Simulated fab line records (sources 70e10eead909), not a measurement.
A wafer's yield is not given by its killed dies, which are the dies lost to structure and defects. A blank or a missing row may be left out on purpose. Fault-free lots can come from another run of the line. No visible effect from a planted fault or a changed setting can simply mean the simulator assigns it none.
Matching of chambers	flow nandHarc	NHARC_A_STAIRCASE_TRIM_187 on rieDiel-02 has 4 sister chambers
The step chemistry O2, time 211.2 s. 14 wafers are shown with their chamber, then 7 later ones without.

WAFERS PAIRED WITH THEIR CHAMBERS
wafer	chamber	showerheadPlenumPTorr (Torr)	chamberPressureMTorr (mTorr)	oesProductAu (a.u.)
L597.1	1	3.63	60.15	0.996
L597.4	2	3.57	60.03	0.998
L597.6	2	3.57	59.96	1.003
L598.4	1	3.63	60.07	0.999
L598.5	3	3.29	59.97	1.006
L598.6	0	3.79	59.92	1.001
L609.1	2	3.56	59.96	0.989
L609.2	0	3.77	60.04	1.003
L609.4	1	3.62	60.03	1.000
L616.2	3	3.81	59.98	1.003
L616.3	2	3.56	60.04	0.992
L616.6	3	3.81	59.98	1.003
L617.3	0	3.77	60.04	0.991
L617.5	0	3.77	60.08	0.986

SIGNATURES, as means of the wafers listed above
reading	chamber 0	chamber 1	chamber 2	chamber 3	scatter within a chamber
showerheadPlenumPTorr	3.7750	3.6267	3.5650	3.6367	0.134
chamberPressureMTorr	60.0200	60.0833	59.9975	59.9767	0.0525
oesProductAu	0.99525	0.99833	0.99550	1.00400	0.00573
Rule: for each reading, subtract the chamber's mean from the wafer's reading, divide by that reading's scatter and square the result; add these up over the readings and take the root, which gives the wafer's distance from the chamber. If the next closest chamber is less than 2 further off than the closest, the wafer can't be placed; otherwise it belongs to the closest. The scatter is the square root of a quotient: the sum, over the shown wafers, of each reading's squared deviation from its chamber's mean, divided by wafers minus chambers.

WAFERS MISSING THEIR CHAMBER
wafer	showerheadPlenumPTorr (Torr)	chamberPressureMTorr (mTorr)	oesProductAu (a.u.)
L617.6	3.61	60.07	0.997
L618.2	3.55	60.01	0.996
L618.3	3.77	60.05	0.990
L618.5	3.55	60.06	0.982
L619.1	3.55	60.09	0.994
L619.2	3.76	60.04	0.989
L619.4	3.61	60.02	0.997

EACH ONE'S CHAMBER
wafer	from the rows above	in truth
L617.6	can't be placed: 1 or 2 or 0 or 3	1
L618.2	can't be placed: 2 or 1 or 3 or 0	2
L618.3	can't be placed: 0 or 1 or 2 or 3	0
L618.5	can't be placed: 2 or 1 or 0 or 3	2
L619.1	can't be placed: 1 or 2 or 0 or 3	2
L619.2	can't be placed: 0 or 2 or 1 or 3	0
L619.4	can't be placed: 2 or 1 or 0 or 3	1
Correct placement for 0 of the 7. Unplaceable from these rows: 7, with the true chamber sitting among the candidates in 7. Wrongly placed: 0.
